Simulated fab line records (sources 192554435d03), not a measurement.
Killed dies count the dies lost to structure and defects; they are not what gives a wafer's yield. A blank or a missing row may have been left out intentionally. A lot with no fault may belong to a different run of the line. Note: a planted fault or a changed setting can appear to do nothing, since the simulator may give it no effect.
fab line records	flow n5Finfet	part 2 of 2: steps 5 to 6 of 6
record lots=20	wafers=60	lastDay=17
route steps=1938 shown HKMG_FIN@438 GATE_CUT@470 MOL_CONTACT_COAG@529
lots that met no fault: from a run of the same line without faults
startH: hours from the record's opening day to when the first of the lot's shown wafers began	waitH: hours since the lot's step before	" identical to the entry in the row above	L1.1+2: a single row standing in for several wafers	- no value, or no start was given	* or withheld: withheld	< > ~ a bound
route shown NAME@n: a module of which the file shows steps, and the number in the route of the first	usual: mean and standard deviation over wafers with no fault	same: alike in all rows	chamber/n: place in a boat	sites: readings site by site	_std_site: standard deviation of those values	_edge_site: the outer-site mean with the inner-site mean subtracted	radiusMm: how far each site lies from the wafer's centre	mask NAME#n: copy n	behind: the most recent tool/chamber to have shaped the wafer	hold: the reason the lot was held/the length of the hold in hours/how it ended	device: transistor that didn't switch, given as n, p or np	end of line: the route-end tests of the same wafers	a step given without rows: its recipe and nothing more	killed: count of dies lost to structure and defects at first sort (not the wafer's yield)	map: a wafer's dies, x killed, . not, _ none there
set.NAME: the setting the step ran with; set.NAME@STEP: the setting that earlier step ran with	model.NAME: the simulator's own value behind a step, which no gauge read
route steps across a sampled set of lots; one table per step, one row per wafer
services: the hour from which a tool's chamber was out of use, counted from the record's first day as startH (under 0 if before that day), plus the number of hours and why
## steps
# step N5_GATE_CUT_ETCH_47
# recipe chemistry=Cl2/BCl3	target=SiO2	targetDepthA=100	pressureMtorr=10	icpW=1000	biasW=126	Cl2_flow_sccm=53.25	bcl3FlowSccm=21.75	Ar_flow_sccm=25
# usual drypumpMotorCurrentA=5.6/0.41	oes_ar_750_au=0.77/0.078	oesProductAu=0.78/0.083	throttleValvePct=22.73/0.19
lot.wafer	tool	chamber	startH	waitH	drypumpMotorCurrentA	oes_ar_750_au	oesProductAu	rfHoursCounterH	throttleValvePct
L074.3	rieMetal-02	0	84.75	0.0	6.2	0.79	0.76	-	22.93
L074.4	"	1	"	"	5.2	0.73	0.79	-	22.58
L074.5	"	0	"	"	6.2	0.78	0.76	-	22.94
L075.2	rieMetal-03	1	88.62	0.0	5.6	0.83	0.78	31	22.77
L075.4	"	1	"	"	5.7	0.83	0.77	-	22.76
L075.6	"	1	"	"	5.7	0.82	0.78	-	22.77
L076.2	rieMetal-01	1	98.86	0.0	5.1	0.58	0.59	142	23.08
L076.5	"	1	"	"	5.2	0.58	0.60	-	23.09
L076.6	"	0	"	"	5.9	0.81	0.81	-	22.52
L077.1	rieMetal-01	0	101.25	0.0	5.9	0.81	0.81	29	22.52
L077.2	"	1	"	"	5.2	0.58	0.60	142	23.08
L077.5	"	0	"	"	5.9	0.81	0.81	-	22.54
L078.1	rieMetal-01	1	109.09	0.0	5.2	0.57	0.59	143	23.09
L078.2	"	0	"	"	5.9	0.81	0.81	30	22.52
L078.6	"	1	"	"	5.2	0.58	0.59	-	23.07
L080.1	rieMetal-01	0	118.50	0.0	5.9	0.81	0.81	31	22.51
L080.3	"	0	"	"	5.9	0.80	0.81	-	22.51
L080.5	"	0	"	"	5.9	0.80	0.80	-	22.52
L083.3	rieMetal-01	0	144.00	0.1	5.9	0.80	0.79	-	22.52
L083.5	"	0	"	"	5.9	0.80	0.79	-	22.52
L083.6	"	0	"	"	5.9	0.80	0.79	-	22.52
L085.1	rieMetal-01	1	149.90	0.0	5.1	0.93	0.98	0	22.58
L085.3	"	0	"	"	5.9	0.79	0.79	-	22.51
L085.6	"	1	"	"	5.2	0.94	0.98	-	22.58
L086.1	rieMetal-01	1	159.93	0.0	5.2	0.92	0.96	1	22.58
L086.2	"	0	"	"	5.9	0.79	0.80	36	22.52
L086.5	"	1	"	"	5.1	0.92	0.95	-	22.60
L087.1	rieMetal-01	0	165.83	0.0	5.9	0.80	0.80	36	22.53
L087.4	"	0	"	"	5.9	0.79	0.80	-	22.52
L087.6	"	0	"	"	5.9	0.79	0.79	-	22.54
L088.1	rieMetal-02	0	166.73	0.0	6.2	0.77	0.74	61	22.94
L088.3	"	0	"	"	6.2	0.77	0.74	-	22.93
L088.6	"	0	"	"	6.2	0.77	0.75	-	22.95
L089.2	rieMetal-02	0	173.84	0.0	6.2	0.77	0.74	61	22.95
L089.5	"	0	"	"	6.2	0.77	0.75	-	22.94
L089.6	"	1	"	"	5.1	0.72	0.76	-	22.61
L090.2	rieMetal-02	1	179.18	0.0	5.2	0.72	0.76	45	22.60
L090.5	"	1	"	"	5.2	0.72	0.76	-	22.61
L090.6	"	0	"	"	6.2	0.76	0.74	-	22.97
L091.4	rieMetal-03	1	186.54	0.0	5.7	0.79	0.76	-	22.80
L091.5	"	1	"	"	5.7	0.80	0.75	-	22.80
L091.6	"	0	"	"	5.2	0.83	0.87	-	22.73
L092.2	rieMetal-03	1	194.43	0.0	5.7	0.80	0.77	40	22.78
L092.3	"	0	"	"	5.2	0.82	0.88	-	22.74
L092.5	"	1	"	"	5.7	0.79	0.77	-	22.79
L093.3	rieMetal-02	1	198.68	0.0	5.2	0.71	0.76	-	22.59
L093.5	"	0	"	"	6.2	0.77	0.73	-	22.96
L093.6	"	1	"	"	5.2	0.71	0.76	-	22.60
L094.1	rieMetal-03	1	205.94	0.0	5.7	0.80	0.75	41	22.78
L094.3	"	0	"	"	5.2	0.82	0.85	-	22.75
L094.5	"	0	"	"	5.2	0.81	0.85	-	22.74
L095.3	rieMetal-03	1	210.22	0.0	5.7	0.80	0.74	-	22.80
L095.4	"	0	"	"	5.2	0.82	0.85	-	22.74
L095.5	"	0	"	"	5.2	0.82	0.85	-	22.74
L096.3	rieMetal-02	0	219.21	0.0	6.2	0.76	0.73	-	22.96
L096.5	"	0	"	"	6.2	0.76	0.73	-	22.95
L096.6	"	1	"	"	5.2	0.71	0.75	-	22.61
L097.1	rieMetal-02	1	221.02	0.0	5.1	0.71	0.76	50	22.60
L097.2	"	0	"	"	6.2	0.76	0.74	66	22.95
L097.6	"	0	"	"	6.2	0.76	0.72	-	22.96
# step N5_MOL_CONTACT_COAG_DESCUM_13
# recipe chemistry=O2	timeS=7	sourcePowerW=50	biasPowerW=20	pressureMtorr=20	rfFrequencyHz=2.712e+07	tempC=40	resist=CAR-EUV	o2FlowSccm=225
# usual drypumpMotorCurrentA=5.3/0.47	oesProductAu=0.75/0.095	rfVppV=242.9/1.4	showerheadPlenumPTorr=2.07/0.07	throttleValvePct=20.43/0.19
lot.wafer	tool	chamber	startH	waitH	drypumpMotorCurrentA	oesProductAu	rfHoursCounterH	rfVppV	showerheadPlenumPTorr	throttleValvePct
L074.3	rieDiel-04	3	88.30	0.2	4.8	0.72	165	245.1	2.16	20.57
L074.4	"	0	"	"	5.5	0.70	217	241.8	2.04	20.60
L074.5	"	3	"	"	4.8	0.72	-	243.7	2.16	20.59
L075.2	rieDiel-04	1	92.49	0.3	5.4	0.68	225	241.3	2.00	20.49
L075.4	"	3	"	"	4.8	0.72	167	245.8	2.16	20.59
L075.6	"	2	"	"	5.3	0.73	-	241.3	2.04	20.43
L076.2	rieDiel-05	2	102.54	0.0	5.2	0.88	38	244.3	2.14	20.05
L076.5	"	0	"	"	5.9	0.66	-	242.9	2.04	20.20
L076.6	"	3	"	"	4.9	0.76	-	242.4	2.02	20.57
L077.1	rieDiel-04	3	105.84	0.9	4.9	0.71	171	243.1	2.16	20.59
L077.2	"	2	"	"	5.3	0.73	163	241.6	2.04	20.42
L077.5	"	1	"	"	5.3	0.69	-	241.9	1.99	20.48
L078.1	rieDiel-01	1	112.45	0.0	4.7	0.74	176	242.6	2.16	20.51
L078.2	"	0	"	"	4.9	0.68	246	242.1	2.05	20.41
L078.6	"	0	"	"	4.9	0.67	-	243.5	2.05	20.42
L080.1	rieDiel-04	0	122.83	1.0	5.5	0.68	229	242.2	2.03	20.61
L080.3	"	2	"	"	5.3	0.73	169	241.9	2.04	20.43
L080.5	"	3	"	"	4.9	0.72	-	244.3	2.16	20.60
L083.3	rieDiel-05	3	148.36	0.4	4.9	0.75	178	242.5	2.01	20.60
L083.5	"	0	"	"	6.0	0.97	-	241.1	2.04	19.87
L083.6	"	3	"	"	4.8	0.74	-	241.7	2.01	20.61
L085.1	rieDiel-01	3	153.14	0.0	4.9	0.67	235	242.7	2.08	20.38
L085.3	"	2	"	"	6.3	0.70	232	240.6	2.04	20.42
L085.6	"	2	"	"	6.3	0.69	-	242.1	2.04	20.41
L086.1	rieDiel-04	2	163.18	0.0	5.3	0.71	186	242.0	2.03	20.46
L086.2	"	3	"	"	4.9	0.70	194	244.7	2.15	20.62
L086.5	"	1	"	"	5.3	0.67	-	241.3	1.99	20.51
L087.1	rieDiel-05	0	169.07	0.0	6.0	0.93	9	244.2	2.04	19.89
L087.4	"	1	"	"	6.4	0.74	168	242.1	2.00	20.46
L087.6	"	0	"	"	5.9	0.94	-	242.7	2.04	19.88
L088.1	rieDiel-05	3	170.05	0.1	4.9	0.74	184	241.1	2.01	20.62
L088.3	"	2	"	"	5.2	0.84	63	242.6	2.13	20.10
L088.6	"	3	"	"	4.9	0.73	-	240.6	2.01	20.63
L089.2	rieDiel-01	0	177.27	0.2	4.9	0.94	9	242.7	2.05	20.22
L089.5	"	1	"	"	4.7	0.72	-	243.8	2.16	20.54
L089.6	"	0	"	"	4.9	0.94	-	242.3	2.05	20.24
L090.2	rieDiel-01	3	182.47	0.1	4.9	0.67	246	242.5	2.07	20.40
L090.5	"	3	"	"	4.9	0.68	-	244.6	2.07	20.39
L090.6	"	0	"	"	4.9	0.94	-	243.0	2.05	20.24
L091.4	rieDiel-01	0	189.77	0.0	4.9	0.93	13	241.0	2.05	20.24
L091.5	"	1	"	"	4.7	0.72	-	244.7	2.15	20.54
L091.6	"	0	"	"	4.9	0.94	-	244.1	2.05	20.25
L092.2	rieDiel-04	3	198.37	0.2	4.9	0.69	211	244.6	2.14	20.65
L092.3	"	2	"	"	5.3	0.71	202	241.4	2.03	20.49
L092.5	"	2	"	"	5.3	0.71	-	240.5	2.03	20.50
L093.3	rieDiel-05	3	202.48	0.6	4.9	0.72	196	241.1	2.00	20.63
L093.5	"	2	"	"	5.2	0.83	-	243.5	2.13	20.12
L093.6	"	1	"	"	6.5	0.72	-	243.1	1.99	20.45
L094.1	rieDiel-04	0	209.23	0.0	5.5	0.99	1	242.6	2.03	20.30
L094.3	"	2	"	"	5.3	0.69	207	242.0	2.02	20.50
L094.5	"	3	"	"	4.9	0.68	-	243.7	2.14	20.66
L095.3	rieDiel-04	3	213.67	0.3	4.9	0.68	217	244.7	2.14	20.64
L095.4	"	2	"	"	5.3	0.70	209	242.2	2.02	20.48
L095.5	"	1	"	"	5.3	0.93	-	244.9	2.25	20.28
L096.3	rieDiel-04	0	222.44	0.0	5.4	0.96	7	243.3	2.02	20.30
L096.5	"	2	"	"	5.3	0.70	-	242.6	2.02	20.51
L096.6	"	1	"	"	5.3	0.90	-	245.4	2.24	20.31
L097.1	rieDiel-04	1	228.87	0.1	5.4	0.91	22	245.2	2.24	20.28
L097.2	"	0	"	"	5.4	0.94	8	242.0	2.02	20.31
L097.6	"	3	"	"	4.8	0.67	-	245.8	2.14	20.66
## services
tool	chamber	startH	hours	kind
cmp-02	-	52.29	0.9	repair
rieDiel-06	2	58.47	8.6	repair
cmp-02	-	65.60	2.1	repair
cmp-03	-	68.20	0.2	repair
cmp-02	-	68.38	4.7	pm
rieDiel-05	-	71.46	0.8	repair
rieDiel-02	0	84.26	23.0	repair
cmp-01	-	84.84	16.2	pm
rieDiel-01	-	102.19	4.3	pm
rieDiel-01	2	107.31	5.2	repair
rieMetal-03	-	110.67	0.5	repair
rieDiel-05	2	120.99	4.6	repair
cmp-03	-	134.08	1.0	repair
rieMetal-02	0	134.83	3.9	repair
rieDiel-01	0	141.86	-	clean
rieDiel-04	1	152.74	6.5	repair
rieMetal-03	-	169.47	2.0	repair
rieMetal-02	-	170.17	0.7	repair
cmp-03	-	173.25	0.5	repair
cmp-03	-	178.69	1.7	repair
rieMetal-02	0	186.25	6.2	repair
cmp-02	-	197.12	0.2	repair
cmp-03	-	200.52	4.0	pm
rieDiel-03	-	220.73	0.9	repair
